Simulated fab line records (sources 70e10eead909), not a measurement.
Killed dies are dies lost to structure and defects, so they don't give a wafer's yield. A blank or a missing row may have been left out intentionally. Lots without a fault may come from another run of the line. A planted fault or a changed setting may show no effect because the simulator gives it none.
Comparing a struck lot with a sound one | flow nand-harc | 15 out of 1302 route steps
Sound: these wafers, L472.1, L472.4, L472.6. The struck wafers were L461.1, L461.3, L461.6. At the end, the cause is stated.
Order at every step that has rows: each side's tool, ch and its chambers, its first start. Under that, the readings that differ: sound wafers | struck wafers | difference of the means | sigmas: that difference in standard deviations of wafers without a fault.
alike: a reading whose means differ by less than 2 such deviations, as well as words and numbers matching on both sides. not compared: withheld readings; readings where some wafer has no value; bounds like >300 that might hide an equal value; numbers whose values overlap and for which the record gives no deviation.
A row with sigmas, a row that says differs or no value, or rows on one side alone: a step with any of these is where the two part. Non-overlapping numbers with no deviation appear without sigmas and do not part them. A reading that every wafer of one side lacks parts them only if that side has two wafers or more.

first, 3 steps without rows for these wafers: NHARC_P_GATE_EXPOSE_08 (exposes mask P HV); NHARC_P_GATE_PEB_09 (peb time 85 s); NHARC_P_GATE_DEVELOP_10 (time 70 s).
NHARC_P_GATE_CD_MEAS_11 targets a cd of 1640 nm.
  sound on cd-sem-01 ch 0, day 10 08:22; struck on cd-sem-01 ch 0, day 5 01:44
  alike: cd-nm
then, 1 step without rows for these wafers: NHARC_P_GATE_HARDBAKE_12 (time 80 s).
NHARC_P_GATE_DESCUM_13: chemistry O2, time 3 s.
  sound on rie-diel-06 ch 0,1, day 10 08:32; struck on rie-diel-10 ch 0,1, day 5 01:53
  reading                     | sound             | struck            | difference | sigmas
  drypump-motor-current-A (A) | 5.2 5.5 5.2       | 6.4 6.0 6.0       | +0.8       | +2
  oes-product-au (a.u.)       | 0.996 0.978 0.993 | 1.010 1.016 1.019 | +0.026     | +3
  alike: o2-flow-sccm, rf-vpp-V, showerhead-plenum-p-Torr, throttle-valve-pct
  not compared: rf-hours-counter-h
then, 6 steps without rows for these wafers: NHARC_P_GATE_ETCH_14 (etches SiO2 in dHF, target depth 48.8 nm); NHARC_P_GATE_STRIP_15 (strips in SPM, time 780 s); NHARC_P_GATE_PRECLEAN_71 (cleans in SC1); NHARC_P_GATE_SRD_72; NHARC_P_GATE_OXIDE_16 (material SiO2, target thk 3 nm, ox time 392 s); NHARC_P_GATE_CVD_17 (deposits poly-Si, target thk 150 nm, time 900 s).
NHARC_P_GATE_HM_DEP_102: deposits aC, target thk 120 nm.
  sound on acl-dep-01 ch 0, day 10 23:08; struck on acl-dep-01 ch 0, day 5 18:58
  alike: throttle-valve-pct
NHARC_P_GATE_DEP_103: deposits SiON, target thk 30 nm.
  sound on pecvd-04 ch 1,2, day 10 23:51; struck on pecvd-03 ch 0,1,2, day 5 19:41
  alike: heater-power-w
  not compared: since-wet-clean-h
after that, 1 step had no rows for these wafers: NHARC_END_SORT_01.

== WHERE THEY PART ==
NHARC_P_GATE_DESCUM_13 only, going by this record. Later steps at which nothing parts them and some readings are alike: NHARC_P_GATE_HM_DEP_102, NHARC_P_GATE_DEP_103.

WHY: what the simulator had put in
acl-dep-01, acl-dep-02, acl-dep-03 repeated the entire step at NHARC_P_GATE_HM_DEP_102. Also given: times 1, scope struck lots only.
